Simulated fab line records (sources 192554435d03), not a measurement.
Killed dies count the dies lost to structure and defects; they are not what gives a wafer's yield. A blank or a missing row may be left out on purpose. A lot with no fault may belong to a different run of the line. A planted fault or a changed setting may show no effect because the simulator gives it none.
The tool behind it: which one? | flow n5Finfet | 21 wafers from 7 lots sampled at 4 of the route's 1938 steps

WHAT EACH GAUGE READ, for each wafer
N5_SDB_CD_MEAS_11 targets a cd of 50 nm.
lot  | measured    | on       | cdNm (nm)
L476 | day 4 22:22 | cdSem-03 | 50.7 52.3 49.6
L478 | day 5 06:40 | cdSem-01 | 50.5 49.3 51.0
L485 | day 7 03:31 | cdSem-01 | - - -
L489 | day 8 01:11 | cdSem-01 | 51.6 52.1 49.6
L491 | day 8 14:58 | cdSem-03 | 50.2 49.7 49.7
L493 | day 8 23:20 | cdSem-01 | 49.8 50.0 50.6
L495 | day 9 16:46 | cdSem-01 | 49.1 50.6 48.4

WHAT TOOL EACH LOT RAN ON (gives the tool, then ch and the chambers of the sampled wafers, and finally the start)
lot  | N5_ILD0_CMP_07               | N5_SDB_HM_DEP_00               | N5_SDB_EXPOSE_08
L476 | cmp-01 ch 1,3, day 4 18:20   | pecvd-01 ch 0,2, day 4 21:55   | arfiScanner-02 ch 0, day 4 22:15
L478 | cmp-02 ch 1,2,3, day 5 02:45 | pecvd-02 ch 0,2, day 5 06:20   | arfiScanner-03 ch 0, day 5 06:32
L485 | cmp-02 ch 0,2,3, day 6 22:44 | pecvd-01 ch 1,2, day 7 03:04   | arfiScanner-03, day 7 03:23
L489 | cmp-01 ch 0,1,2, day 7 21:10 | pecvd-03 ch 0,1,2, day 8 00:44 | arfiScanner-02 ch 0, day 8 01:03
L491 | cmp-01 ch 0,1,2, day 8 10:57 | pecvd-01 ch 1,2, day 8 14:31   | arfiScanner-01 ch 0, day 8 14:50
L493 | cmp-02 ch 1,2, day 8 18:48   | pecvd-02 ch 0,1,2, day 8 23:01 | arfiScanner-03 ch 0, day 8 23:13
L495 | cmp-02 ch 1,2, day 9 11:54   | pecvd-02 ch 0,1, day 9 16:17   | arfiScanner-02 ch 0, day 9 16:39
- N5_ILD0_CMP_07: polishes SiO2 flowable, stops on poly-Si, t overpolish 1.18 s, target thk 138.88 nm.
- N5_SDB_HM_DEP_00: deposits SiNx from SiH4/NH3/N2, target thk 40 nm, time 35.3 s.
- N5_SDB_EXPOSE_08: exposes mask SDB.

THE ANSWER, worked out from the rows above alone
Rule: what is usual is taken from the lots themselves. The widest of any qualifying gaps counts: lots, ordered by their means at a reading, are off when they make up no more than a third of the lots, leave a main group of 4 or more, and stand apart from it by 3 or more times the standard deviation of that group's means. A main group whose means are all the same, to the digits that the tables above print for the reading, isn't used. A lot without any number at a reading at which 4 lots or more have one is off too. Where the step has rows for the other lots, those lots are counted as sound.
Off: L485 (N5_SDB_CD_MEAS_11, cdNm). Without a number there: L485. Mean 50.3 nm and standard deviation 0.58 in the main group.
If a tool, at a process step before that reading, ran all the lots that are off and no sound lot after the first of them, it fits. Gauges at N5_SDB_CD_MEAS_11: tried the same way as those tools. Not one of the candidates tried fits.

WHAT THE SIMULATOR PUT IN
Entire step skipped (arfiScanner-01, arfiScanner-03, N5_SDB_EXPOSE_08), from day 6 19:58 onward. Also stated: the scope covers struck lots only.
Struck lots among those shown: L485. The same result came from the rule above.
